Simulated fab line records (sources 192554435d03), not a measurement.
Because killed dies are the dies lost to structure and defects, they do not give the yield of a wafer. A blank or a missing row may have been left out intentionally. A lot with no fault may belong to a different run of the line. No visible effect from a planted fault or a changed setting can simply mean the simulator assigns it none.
A lot that was struck, set against a sound lot	flow n5_finfet	17 out of 1938 route steps
Sound: these wafers, L562.1, L562.2, L562.3. Struck: wafers L570.2, L570.3, L570.4. At the end, the cause is stated.
Order at every step that has rows: each side's tool, ch and its chambers, its first start. Under that, the readings that differ: sound wafers	struck wafers	difference of the means	sigmas: that difference in standard deviations of wafers without a fault.
alike: words and numbers the same on both sides, and readings whose means are apart by under 2 such deviations; not compared: readings that were withheld, readings missing a value for some wafer, numbers with overlapping values and no deviation given by the record, and bounds like >300 which may hide the same value.
Wherever a step has rows on one side only, a row that says differs or no value, or a row with sigmas, the two part there. Numbers that have no deviation but don't overlap get no sigmas and don't part them. Lack of a reading on every wafer of one side parts them only where that side has two or more wafers.

N5_BEOL_M11_THK_MEAS_53: measures by xrf.
  sound on film_metro-01 at day 12 11:12; struck on film_metro-01 at day 14 10:41
  alike: M11_THK
then, 1 step without rows for these wafers: N5_BEOL_M11_PRE_CLEAN_55 (time 15 s).
N5_BEOL_M11_DEP_56: deposits SiCN from 3MS/NH3, target thk 30 nm, time 10.5 s.
  sound on pecvd-01 ch 0,1,2, day 12 11:16; struck on pecvd-01 ch 0,2, day 14 10:46
  alike: showerhead_plenum_p_Torr, showerhead_vpp_V, throttle_valve_pct
N5_BEOL_M11_RS_MEAS_57: measurement is done with a four-point probe.
  sound on film_metro-01 at day 12 11:20; struck on film_metro-02 at day 14 10:49
  alike: M11_RS
N5_BEOL_M11_INSPECT_58: inspects for defects (darkfield).
  sound on defect_inspect-02 at day 12 11:21; struck on defect_inspect-02 at day 14 10:51
  alike: raw_defect_count
N5_BEOL_M12_ILD_DEP_00: deposits SiOC from DEMS/O2, target thk 658.92 nm, time 130.7 s.
  sound on pecvd-03 ch 0,1,2, day 12 11:23; struck on pecvd-04 ch 0,1, day 14 10:53
  alike: heater_power_w, showerhead_plenum_p_Torr, showerhead_vpp_V, throttle_valve_pct
N5_BEOL_M12_THK_MEAS_01:
  sound on film_metro-02 at day 12 11:31; struck on film_metro-01 at day 14 11:01
  alike: M12_ILD_THK
then, 5 steps without rows for these wafers: N5_BEOL_M12_COAT_58 (time 60 s, resist thk 89 nm); N5_BEOL_M12_COAT_04 (resist thk 400 nm); N5_BEOL_M12_EBR_06; N5_BEOL_M12_SOFTBAKE_05 (time 60 s); N5_BEOL_M12_EXPOSE_07 (exposes mask V11).
N5_BEOL_M12_PEB_08: peb time 90 s.
  sound on litho_track-01 ch 0, day 12 11:43; struck on litho_track-04 ch 0, day 14 11:20
reading	sound	struck	difference	sigmas
heater_power_total_W (W)	171.5 173.2 173.9	168.2 167.8 169.2	-4.5	-5
plate_temp_C (C)	130.03 129.98 129.77	127.49 127.65 127.49	-2.38	-15
then, 2 steps without rows for these wafers: N5_BEOL_M12_DEVELOP_09 (develop time 45 s); N5_BEOL_M12_HARDBAKE_14 (time 120 s).
N5_BEOL_M12_CD_MEAS_10: target cd 140 nm.
  sound on cd_sem-01 ch 0, day 12 11:49; struck on cd_sem-03 ch 0, day 14 11:26
reading	sound	struck	difference	sigmas
cd_nm (nm)	140.0 140.1 140.0	133.9 132.7 133.8	-6.6	-5
N5_BEOL_M12_OVL_MEAS_11:
  sound on overlay-01 ch 0, day 12 11:51; struck on overlay-01 ch 0, day 14 11:28
  alike: V11_OVL

== WHERE THEY PART ==
At N5_BEOL_M12_PEB_08 first; at N5_BEOL_M12_CD_MEAS_10 last (within this record only). Later steps at which nothing parts them and some readings are alike: N5_BEOL_M12_OVL_MEAS_11.

WHY: what had been put in by the simulator
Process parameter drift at N5_BEOL_M12_PEB_08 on litho_track-04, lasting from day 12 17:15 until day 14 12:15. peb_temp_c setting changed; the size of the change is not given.
